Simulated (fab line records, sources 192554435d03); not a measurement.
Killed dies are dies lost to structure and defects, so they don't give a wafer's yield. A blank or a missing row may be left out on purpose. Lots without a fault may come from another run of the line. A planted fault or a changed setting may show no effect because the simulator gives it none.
A struck lot beside a sound one | flow n5_finfet | 15 steps out of a route of 1938
Sound: wafers L319.2, L319.3, L319.6. Struck: wafers L321.2, L321.3, L321.6. The cause comes at the end.
At each step with rows: each side's tool, then ch and its chambers, then its first start. Under that, the readings that differ: sound wafers | struck wafers | difference of the means | sigmas: that difference in standard deviations of wafers without a fault.
alike: readings whose means differ by less than 2 such deviations, and words and numbers that are the same on both sides. not compared: withheld readings, readings that some wafer has no value for, bounds like >300 that may hide the same value, and numbers for which the record gives no deviation and whose values overlap.
The two part at a step that has a row with sigmas, a row that says differs or no value, or rows on one side only. Numbers that don't overlap but have no deviation are shown without sigmas and don't part them. A reading that every wafer of one side lacks parts them only if that side has two wafers or more.

N5_BEOL_M11_ALD_74: deposits TaN, target thk 2 nm, pulse time 2 s, purge time 3 s.
  sound on ald_metal-04 ch 0,2, day 15 04:10; struck on ald_metal-04 ch 0,2,3, day 15 12:13
  alike: heater_power_w, precursor_vessel_carrier_sccm
N5_BEOL_M11_SURFACE_TREAT_76:
  sound on pvd_sputter-03, day 15 04:35; struck on pvd_sputter-03, day 15 12:32
  not compared: throttle_valve_pct
then, 3 steps without rows for these wafers: N5_BEOL_M11_CVD_75 (deposits Co from CCTBA/H2, target thk 2 nm, time 138.9 s); N5_BEOL_M11_SPUTTER_48 (material Cu, target thk 12 nm, time 2 s); N5_BEOL_M11_ECD_50 (material Cu, target thk 318 nm).
N5_BEOL_M11_ANNEAL_51: time 90 s.
  sound on rtp_anneal-02 ch 0, day 15 05:20; struck on rtp_anneal-02 ch 0, day 15 13:26
  alike: anneal_temp_c, wafer_temp_C_max
N5_BEOL_M11_CMP_52: polishes, stops on SiCOH lowk, t overpolish 7 s, target thk 140 nm.
  sound on cmp-04 ch 0,1,3, day 15 05:35; struck on cmp-03 ch 0,1,3, day 15 13:44
  alike: barrier_field_endpoint_s, clearing_platen_rpm, motor_current_A, overpolish_run_s, time_to_endpoint_s
N5_BEOL_M11_THK_MEAS_53: measures by xrf.
  sound on film_metro-02, day 15 05:53; struck on film_metro-02, day 15 13:59
  alike: M11_THK
then, 1 step without rows for these wafers: N5_BEOL_M11_PRE_CLEAN_55 (time 15 s).
N5_BEOL_M11_DEP_56: deposits SiCN from 3MS/NH3, target thk 30 nm, time 10.5 s.
  sound on pecvd-04 ch 0,1,2, day 15 05:56; struck on pecvd-04 ch 1,2, day 15 14:03
  alike: showerhead_plenum_p_Torr, throttle_valve_pct
N5_BEOL_M11_RS_MEAS_57: measures by four-point-probe.
  sound on film_metro-02, day 15 06:00; struck on film_metro-01, day 15 14:07
  alike: M11_RS
N5_BEOL_M11_INSPECT_58: inspects for defects (darkfield).
  sound on defect_inspect-02, day 15 06:02; struck on defect_inspect-01, day 15 14:08
  reading          | sound    | struck    | difference | sigmas
  raw_defect_count | 63 44 52 | 134 98 95 | +56        | +2
N5_BEOL_M12_ILD_DEP_00: deposits SiOC from DEMS/O2, target thk 658.92 nm, time 130.7 s.
  sound on pecvd-02 ch 0,1,2, day 15 06:04; struck on pecvd-03 ch 0,2, day 15 14:11
  reading              | sound                | struck               | difference | sigmas
  susceptor_temp_C (C) | 349.55 349.82 350.11 | 341.49 341.52 341.12 | -8.45      | -44
  alike: heater_power_w, showerhead_plenum_p_Torr, throttle_valve_pct
N5_BEOL_M12_THK_MEAS_01:
  sound on film_metro-02, day 15 06:12; struck on film_metro-02, day 15 14:19
  alike: M12_ILD_THK
N5_PASSIVATION_PROBE_49:
  sound on prober-02, day 16 22:04; struck on prober-01, day 17 12:23
  alike: defect_limited_yield, killed_at_M0_to_M3, killed_at_M4_up, killed_at_contacts, killed_at_front_end, killed_at_other, killed_dies, killed_open, killed_short, sort_bin_5_function, sort_bin_6_memory, sort_bin_8_speed, sort_n_pass, sort_yield_pct

WHERE THEY PART
First at N5_BEOL_M11_INSPECT_58; last, within this record, at N5_BEOL_M12_ILD_DEP_00. Later steps at which nothing parts them and some readings are alike: N5_BEOL_M12_THK_MEAS_01, N5_PASSIVATION_PROBE_49.

WHY: what the simulator had put in
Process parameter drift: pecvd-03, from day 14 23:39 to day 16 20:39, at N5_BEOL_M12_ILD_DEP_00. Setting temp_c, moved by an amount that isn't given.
